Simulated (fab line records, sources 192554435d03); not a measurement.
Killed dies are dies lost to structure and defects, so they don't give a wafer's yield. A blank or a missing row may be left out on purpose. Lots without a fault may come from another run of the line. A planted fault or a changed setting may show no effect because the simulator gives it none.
Chamber matching | flow n5_finfet | N5_BEOL_M9_ETCH_65 on rie_diel-01: 4 sister chambers
The step etches SiARC in CF4, target depth 15.6 nm, time 26 s. 16 wafers are shown with their chamber, then 8 later ones without.

WAFERS WITH THEIR CHAMBER
wafer  | chamber | drypump_motor_current_A (A) | showerhead_plenum_p_Torr (Torr) | throttle_valve_pct (%)
L529.3 | 1       | 5.7                         | 2.17                            | 15.53
L529.4 | 3       | 5.1                         | 2.19                            | 15.25
L529.6 | 1       | 5.7                         | 2.17                            | 15.55
L534.2 | 3       | 5.2                         | 2.18                            | 15.29
L534.3 | 2       | 5.7                         | 2.08                            | 15.36
L534.6 | 1       | 5.7                         | 2.16                            | 15.57
L536.1 | 3       | 5.2                         | 2.18                            | 15.29
L536.2 | 1       | 5.7                         | 2.16                            | 15.56
L536.3 | 2       | 5.7                         | 2.08                            | 15.38
L543.2 | 1       | 5.7                         | 2.16                            | 15.59
L543.5 | 3       | 5.1                         | 2.18                            | 15.31
L543.6 | 2       | 5.7                         | 2.08                            | 15.40
L542.2 | 2       | 5.7                         | 2.08                            | 15.41
L542.5 | 0       | 5.6                         | 2.13                            | 15.67
L542.6 | 3       | 5.1                         | 2.18                            | 15.33
L546.1 | 2       | 5.7                         | 2.07                            | 15.42

SIGNATURES (means of the wafers above)
reading                  | chamber 0 | chamber 1 | chamber 2 | chamber 3 | scatter within a chamber
drypump_motor_current_A  | 5.600     | 5.700     | 5.700     | 5.140     | 0.0316
showerhead_plenum_p_Torr | 2.1300    | 2.1640    | 2.0780    | 2.1820    | 0.00483
throttle_valve_pct       | 15.6700   | 15.5600   | 15.3940   | 15.2940   | 0.0256
Rule: a wafer's distance from a chamber is the root of the sum, over the readings, of the square of ((its reading less the chamber's mean) divided by the reading's scatter). The wafer belongs to the nearest chamber; if the next one is less than 2 further off, it can't be placed. The scatter: the root of (the sum of the squares of (reading less its chamber's mean) over the shown wafers, divided by (wafers less chambers)).

WAFERS WITHOUT THEIR CHAMBER
wafer  | drypump_motor_current_A (A) | showerhead_plenum_p_Torr (Torr) | throttle_valve_pct (%)
L546.2 | 5.6                         | 2.13                            | 15.67
L546.6 | 5.1                         | 2.17                            | 15.34
L549.1 | 5.2                         | 2.17                            | 15.33
L549.2 | 5.8                         | 2.15                            | 15.60
L549.5 | 5.1                         | 2.17                            | 15.34
L547.1 | 5.7                         | 2.07                            | 15.43
L547.2 | 5.1                         | 2.17                            | 15.35
L547.4 | 5.6                         | 2.13                            | 15.69

WHICH CHAMBER EACH WENT THROUGH
wafer  | from the rows above | in truth
L546.2 | 0                   | 0
L546.6 | 3                   | 3
L549.1 | 3                   | 3
L549.2 | 1                   | 1
L549.5 | 3                   | 3
L547.1 | 2                   | 2
L547.2 | 3                   | 3
L547.4 | 0                   | 0
Placed correctly: 8 of 8. Can't be placed from these rows: 0. Placed wrongly: 0.
